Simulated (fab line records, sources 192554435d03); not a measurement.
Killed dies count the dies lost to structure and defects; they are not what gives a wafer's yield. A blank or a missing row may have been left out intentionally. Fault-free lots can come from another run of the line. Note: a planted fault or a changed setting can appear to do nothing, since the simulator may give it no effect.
Split-lot experiment -- flow n5Finfet -- 21 wafers read from 7 lots, route of 1938 steps

== ABOUT THE SPLIT ==
At N5_BEOL_M2_EXPOSE_25 (exposes mask V1, defocus 5 nm), the setting doseMj was moved away from the recipe's 63 on 8 of the 21 wafers read, by -6.2% to +7.2%. All remaining wafers had this setting at the recipe value.

== FROM THE SPLIT TO THE READING: what the file shows between them, 2 steps ==
- N5_BEOL_M2_PEB_26: peb time 60 s
- N5_BEOL_M2_DEVELOP_27: develop time 30 s

== THE READING ==
cdNm, in nm, at N5_BEOL_M2_CD_MEAS_28 (target cd 26.2 nm, target cd y 24.1 nm). A value of 26.11 nm with a standard deviation of 0.24 nm is what fault-free wafers of this fab line usually give.

wafer,"tool, chamber at the split",doseMj as run,against the recipe,"cdNm, nm",against lot-mates on the recipe
L075.1,"euvScanner-01, 0",59.07,-6.2%,24.82,-1.30
L075.2,"euvScanner-01, 0",59.07,-6.2%,25.06,-1.06
L075.3,"euvScanner-01, 0",63,recipe,26.12,-
L081.1,"euvScanner-02, 0",63,recipe,26.08,-
L081.2,"euvScanner-02, 0",67.55,+7.2%,26.88,+0.70
L081.5,"euvScanner-02, 0",63,recipe,26.28,-
L082.1,"euvScanner-02, 0",63,recipe,25.61,-
L082.2,"euvScanner-02, 0",67.01,+6.4%,27.18,+1.27
L082.5,"euvScanner-02, 0",63,recipe,26.22,-
L084.3,"euvScanner-01, 0",67.56,+7.2%,27.29,+1.53
L084.5,"euvScanner-01, 0",63,recipe,25.76,-
L084.6,"euvScanner-01, 0",67.56,+7.2%,27.30,+1.54
L094.3,"euvScanner-01, 0",63,recipe,25.51,-
L094.4,"euvScanner-01, 0",67.35,+6.9%,27.14,+1.63
L094.5,"euvScanner-01, 0",67.35,+6.9%,27.24,+1.73
L096.2,"euvScanner-01, 0",63,recipe,26.19,-
L096.3,"euvScanner-01, 0",63,recipe,26.21,-
L096.4,"euvScanner-01, 0",63,recipe,26.25,-
L097.3,"euvScanner-02, 0",63,recipe,26.31,-
L097.5,"euvScanner-02, 0",63,recipe,26.14,-
L097.6,"euvScanner-02, 0",63,recipe,26.19,-

THE FIT
A straight line over all 21 wafers: cdNm changes by +0.164 nm for each +1% of doseMj; r = +0.95; the points scatter about the line by 0.23 nm.
The same after taking each lot's own level away (the mean of its wafers on the recipe; 21 wafers): +0.197 nm for each +1%; r = +0.96; scatter 0.23 nm.
On that fit, the largest move of doseMj shifts the reading by 1.4 nm.
The lots' own levels span 25.510 to 26.217 nm, that is 2.9 times the standard deviation above.
So the slope is not independent of the lot-to-lot level: the two fits are not the same.
Check: for one of the wafers moved furthest among these (+7.2%), held out of the fit, the line's prediction against its lot-mates is +1.42 nm. Against them it came out at +1.53 nm.

== THE FILE'S OWN FIT ==
cdNm changes by +0.186 nm for each +1% of doseMj, r = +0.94.
